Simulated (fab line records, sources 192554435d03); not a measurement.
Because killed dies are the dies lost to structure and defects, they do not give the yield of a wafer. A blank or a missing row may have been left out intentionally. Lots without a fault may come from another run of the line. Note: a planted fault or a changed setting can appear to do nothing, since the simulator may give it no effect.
Split-lot trial -- flow n5_finfet -- 39 wafers read from 7 lots, route of 1938 steps

== THE SPLIT ==
At N5_ZERO_LAYER_PECVD_02 (deposits SiO2 from SiH4/N2O, target thk 10 nm, time 6 s), the setting time_s was moved away from the recipe's 6 s on 12 of the 39 wafers read, by -27.0% to +38.2%. The other wafers ran this setting at the recipe's value.

The reading comes from the split's own step.

== THE READING ==
SiO2_of_ZERO_LAYER_PECVD_02.thk_nm (the simulator's own value, which no gauge read), in nm, at N5_ZERO_LAYER_PECVD_02 (deposits SiO2 from SiH4/N2O, target thk 10 nm, time 6 s). There is no usual value for it anywhere in the file. Average 9.997 nm, standard deviation 0.16 nm, over the 27 wafers here run with the recipe.

wafer,"tool, chamber at the split","time_s as run, s",against the recipe,"SiO2_of_ZERO_LAYER_PECVD_02.thk_nm, nm",against lot-mates on the recipe
L074.1,"pecvd-04, 0",6,recipe,9.919,-
L074.2,"pecvd-04, 2",6,recipe,9.959,-
L074.5,"pecvd-04, 1",6,recipe,10.06,-
L080.1,"pecvd-02, 0",6,recipe,9.867,-
L080.2,"pecvd-02, 1",4.38,-27.0%,7.305,-2.707
L080.6,"pecvd-02, 1",4.38,-27.0%,7.305,-2.707
L080.3,"pecvd-02, 1",4.38,-27.0%,7.381,-2.631
L080.4,"pecvd-02, 0",6,recipe,10.09,-
L080.5,"pecvd-02, 0",6,recipe,10.08,-
L081.1,"pecvd-02, 2",6,recipe,10.03,-
L081.2,"pecvd-02, 0",8.292,+38.2%,13.89,+3.733
L081.3,"pecvd-02, 1",8.292,+38.2%,13.82,+3.663
L081.4,"pecvd-02, 0",6,recipe,10.31,-
L081.5,"pecvd-02, 2",6,recipe,10.13,-
L081.6,"pecvd-02, 1",8.292,+38.2%,14.06,+3.903
L086.1,"pecvd-04, 2",6,recipe,9.966,-
L086.2,"pecvd-04, 1",7.055,+17.6%,11.76,+1.818
L086.3,"pecvd-04, 0",6,recipe,9.878,-
L086.4,"pecvd-04, 0",7.055,+17.6%,11.72,+1.778
L086.5,"pecvd-04, 2",7.055,+17.6%,11.91,+1.968
L086.6,"pecvd-04, 1",6,recipe,9.982,-
L088.1,"pecvd-04, 2",6,recipe,10.09,-
L088.2,"pecvd-04, 0",6,recipe,9.934,-
L088.3,"pecvd-04, 1",6,recipe,9.856,-
L088.4,"pecvd-04, 0",6,recipe,10.16,-
L088.5,"pecvd-04, 1",6,recipe,10.07,-
L088.6,"pecvd-04, 2",6,recipe,10.36,-
L093.1,"pecvd-01, 1",6,recipe,9.746,-
L093.2,"pecvd-01, 2",6,recipe,9.772,-
L093.3,"pecvd-01, 0",6,recipe,9.728,-
L093.4,"pecvd-01, 0",6,recipe,9.947,-
L093.5,"pecvd-01, 2",6,recipe,9.867,-
L093.6,"pecvd-01, 1",6,recipe,9.931,-
L096.1,"pecvd-01, 1",6,recipe,9.908,-
L096.2,"pecvd-01, 0",7.262,+21.0%,12.04,+1.977
L096.3,"pecvd-01, 2",7.262,+21.0%,11.9,+1.837
L096.4,"pecvd-01, 1",6,recipe,10.03,-
L096.5,"pecvd-01, 0",6,recipe,10.25,-
L096.6,"pecvd-01, 2",7.262,+21.0%,12.23,+2.167

THE FIT
A straight line over all 39 wafers: SiO2_of_ZERO_LAYER_PECVD_02.thk_nm changes by +0.101 nm for each +1% of time_s; r = +1.00; the points scatter about the line by 0.15 nm.
The same after taking each lot's own level away (the mean of its wafers on the recipe; 39 wafers): +0.0989 nm for each +1%; r = +1.00; scatter 0.12 nm.
Per that fit: largest time_s move, reading shift of 3.8 nm.
The span of the lots' own levels, 9.8318 to 10.1567 nm, comes to 2.1 times the standard deviation stated above.
The two slopes are in agreement: the lot-to-lot level therefore moves the slope only a little.
Check: +3.79 nm against its lot-mates is what the line predicts for one of the wafers moved furthest among these (+38.2%) when that wafer is left out of the fit. It came out at +3.73 nm against them.

== FILE'S OWN FIT ==
SiO2_of_ZERO_LAYER_PECVD_02.thk_nm changes by +0.0989 nm for each +1% of time_s, r = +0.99.
